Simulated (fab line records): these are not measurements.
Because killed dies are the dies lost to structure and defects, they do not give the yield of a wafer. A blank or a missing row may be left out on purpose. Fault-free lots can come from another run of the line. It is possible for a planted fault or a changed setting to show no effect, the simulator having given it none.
Which tool was responsible?	flow nand-harc	24 lots with 72 wafers sampled at 3 steps, on a route of 1302 steps

== WHAT THE GAUGES SHOWED, per wafer ==
NHARC_A_M0_THK_MEAS_24: measures by xrf. Usual: 114.7 nm for thk-nm, sd 1.6.
lot	measured	on	thk-nm (nm)	flag
L075	day 23 16:02	film-metro-01	118.7 116.7 116.0	
L074	day 23 18:14	film-metro-01	114.8 112.5 114.2	
L077	day 23 19:45	film-metro-02	113.0 114.9 114.1	
L076	day 23 20:05	film-metro-02	115.4 114.2 117.2	
L079	day 24 07:11	film-metro-02	113.8 115.1 116.2	
L078	day 24 08:32	film-metro-01	116.9 115.3 116.9	
L080	day 25 08:55	film-metro-01	115.7 116.1 115.8	
L081	day 26 06:32	film-metro-01	113.5 112.5 115.2	
L082	day 26 11:43	film-metro-01	114.0 113.2 114.2	
L083	day 26 18:21	film-metro-01	114.6 116.4 115.0	
L086	day 27 16:16	film-metro-01	113.8 113.0 115.5	
L084	day 27 18:46	film-metro-02	111.8 112.0 114.1	
L085	day 27 20:54	film-metro-02	115.1 115.6 115.8	
L087	day 28 15:10	film-metro-01	116.6 112.7 114.7	
L089	day 29 08:42	film-metro-01	112.9 115.4 115.0	
L088	day 29 16:40	film-metro-02	116.0 112.8 115.8	
L090	day 29 18:07	film-metro-02	114.7 114.4 111.2	
L093	day 30 14:06	film-metro-01	115.6 118.1 113.3	
L094	day 30 15:08	film-metro-01	116.5 113.3 113.9	
L092	day 30 19:03	film-metro-02	113.7 113.9 113.0	
L091	day 30 22:07	film-metro-02	114.6 113.2 112.0	
L095	day 31 16:40	film-metro-01	114.7 115.1 113.0	
L097	day 32 15:52	film-metro-02	115.6 114.7 110.4	
L096	day 32 17:50	film-metro-02	113.6 113.9 114.5	

NHARC_A_BONDPAD_CD_MEAS_09: the cd target is 500 nm. Usual: 501.0 nm for cd-nm, sd 1.9.
lot	measured	on	cd-nm (nm)	flag
L075	day 23 22:14	cd-sem-03	499.6 502.1 501.3	
L074	day 24 00:32	cd-sem-03	501.5 501.2 503.6	
L077	day 24 02:04	cd-sem-03	500.1 504.7 500.7	
L076	day 24 02:23	cd-sem-01	499.9 503.2 502.9	
L079	day 24 13:29	cd-sem-03	501.8 501.1 502.2	
L078	day 24 14:49	cd-sem-02	501.0 500.9 500.9	
L080	day 25 14:58	cd-sem-03	503.2 498.4 499.3	
L081	day 26 12:47	cd-sem-02	498.8 502.4 502.8	
L082	day 26 17:57	cd-sem-02	500.8 498.9 498.0	
L083	day 27 00:36	cd-sem-01	501.2 499.0 500.1	
L086	day 27 22:59	cd-sem-03	502.1 502.3 500.7	
L084	day 28 01:11	cd-sem-02	502.3 502.2 501.3	
L085	day 28 03:08	cd-sem-01	500.9 502.0 501.6	
L087	day 28 21:19	cd-sem-01	500.6 499.7 494.5	
L089	day 29 14:50	cd-sem-02	501.9 498.6 503.6	
L088	day 29 22:54	cd-sem-03	502.8 500.3 500.1	
L090	day 30 00:14	cd-sem-03	501.9 499.9 500.8	
L093	day 30 20:22	cd-sem-03	502.6 500.7 503.1	
L094	day 30 21:34	cd-sem-01	502.3 503.0 504.6	
L092	day 31 01:28	cd-sem-01	496.3 500.0 500.6	
L091	day 31 04:13	cd-sem-03	502.1 502.1 500.3	
L095	day 31 23:05	cd-sem-02	497.8 498.6 500.1	
L097	day 32 22:04	cd-sem-03	499.3 499.4 498.3	
L096	day 33 00:03	cd-sem-03	500.9 497.0 499.1	

== WHAT TOOL EACH LOT RAN ON (gives the tool, then ch and the chambers of the sampled wafers, and finally the start) ==
lot	NHARC_A_M1_STRIP_18
L075	rie-diel-13 ch 0,2,3, day 23 18:07
L074	rie-diel-07 ch 0,1,3, day 23 20:26
L077	rie-diel-10 ch 0,3, day 23 21:55
L076	rie-diel-07 ch 0,1,3, day 23 22:12
L079	rie-diel-10 ch 1,2, day 24 09:13
L078	rie-diel-10 ch 1,2,3, day 24 10:41
L080	rie-diel-07 ch 2,3, day 25 10:57
L081	rie-diel-13 ch 0,2, day 26 08:41
L082	rie-diel-07 ch 1,2,3, day 26 13:51
L083	rie-diel-07 ch 2,3, day 26 20:30
L086	rie-diel-10 ch 0,2, day 27 18:53
L084	rie-diel-07 ch 2,3, day 27 21:03
L085	rie-diel-13 ch 1,2, day 27 23:02
L087	rie-diel-10 ch 1,2,3, day 28 17:21
L089	rie-diel-13 ch 0,1,3, day 29 10:46
L088	rie-diel-10 ch 0,1,3, day 29 18:47
L090	rie-diel-10 ch 0,2,3, day 29 20:14
L093	rie-diel-07 ch 0,1,3, day 30 16:13
L094	rie-diel-13 ch 0,1,3, day 30 17:29
L092	rie-diel-10 ch 0,2, day 30 21:22
L091	rie-diel-07 ch 0,2,3, day 31 00:07
L095	rie-diel-07 ch 0,2,3, day 31 19:07
L097	rie-diel-13 ch 1,2, day 32 18:02
L096	rie-diel-13 ch 0,1,2, day 32 19:56
- NHARC_A_M1_STRIP_18: strips in N2/H2.

== WHAT THE TOOLS THEMSELVES READ (means of the sampled wafers that have a number; where no wafer has one, the mark that the record gives instead) ==
NHARC_A_M1_STRIP_18. Usual: drypump-motor-current-A 5.8 A, standard deviation 0.6; oes-product-au 1.003 a.u., standard deviation 0.01; power-w 1000.5 W, standard deviation 2.8; rf-vpp-V 91.0 V, standard deviation 0.84; showerhead-plenum-p-Torr 2.07 Torr, standard deviation 0.057; throttle-valve-pct 14.171 %, standard deviation 0.0087.
lot	tool	drypump-motor-current-A (A)	oes-product-au (a.u.)	power-w (W)	rf-vpp-V (V)	showerhead-plenum-p-Torr (Torr)	throttle-valve-pct (%)	flag
L075	rie-diel-13	6.0	0.998	1002.5	91.2	2.08	14.176	
L074	rie-diel-07	5.5	1.009	1000.4	91.3	2.05	14.182	
L077	rie-diel-10	5.5	0.992	1004.0	90.0	2.00	14.177	
L076	rie-diel-07	5.5	1.016	1001.3	90.1	2.05	14.169	
L079	rie-diel-10	6.6	1.014	999.5	91.6	2.14	14.172	
L078	rie-diel-10	6.1	0.998	1002.1	91.1	2.09	14.170	
L080	rie-diel-07	5.6	1.011	999.4	91.4	2.11	14.175	
L081	rie-diel-13	6.2	0.998	999.4	90.0	2.07	14.176	
L082	rie-diel-07	6.0	1.005	999.1	90.0	2.07	14.174	
L083	rie-diel-07	5.5	1.001	1001.7	91.2	2.11	14.170	
L086	rie-diel-10	6.3	1.011	1002.4	90.7	2.09	14.168	
L084	rie-diel-07	5.5	1.004	1000.4	92.3	2.10	14.164	
L085	rie-diel-13	5.5	0.998	998.6	91.6	2.11	14.170	
L087	rie-diel-10	6.1	1.005	998.3	91.2	2.09	14.174	
L089	rie-diel-13	6.0	0.996	999.4	91.1	2.09	14.165	
L088	rie-diel-10	5.9	1.008	1000.4	91.1	2.05	14.171	
L090	rie-diel-10	5.9	1.008	999.0	90.6	2.06	14.167	
L093	rie-diel-07	5.6	0.997	1002.6	90.7	2.05	14.167	
L094	rie-diel-13	6.0	0.992	999.8	91.2	2.09	14.178	
L092	rie-diel-10	6.3	1.012	1000.2	91.9	2.08	14.168	
L091	rie-diel-07	5.4	1.005	1000.8	91.5	2.06	14.179	
L095	rie-diel-07	5.4	0.997	1002.4	91.0	2.06	14.167	
L097	rie-diel-13	5.5	1.001	999.9	90.6	2.11	14.172	
L096	rie-diel-13	5.9	0.999	999.5	90.9	2.09	14.168	

== THE ANSWER, worked out from the rows above alone ==
Rule: lot off if the mean of its wafers having a number is beyond 3 standard deviations from the usual mean. Also off: a lot with no number at a reading for which 4 or more lots have one. All remaining lots with rows at the step are treated as sound. The gauges are gone through in route order, then the tools' own readings, and for those a lot's mean is taken as printed above. At the first step where some lot is off, the reading lying furthest off is the one used; lots without a number count as furthest.
Across all readings shown, no lot is off: no conclusion can be drawn from this.

== WHAT THE SIMULATOR HAD PUT IN ==
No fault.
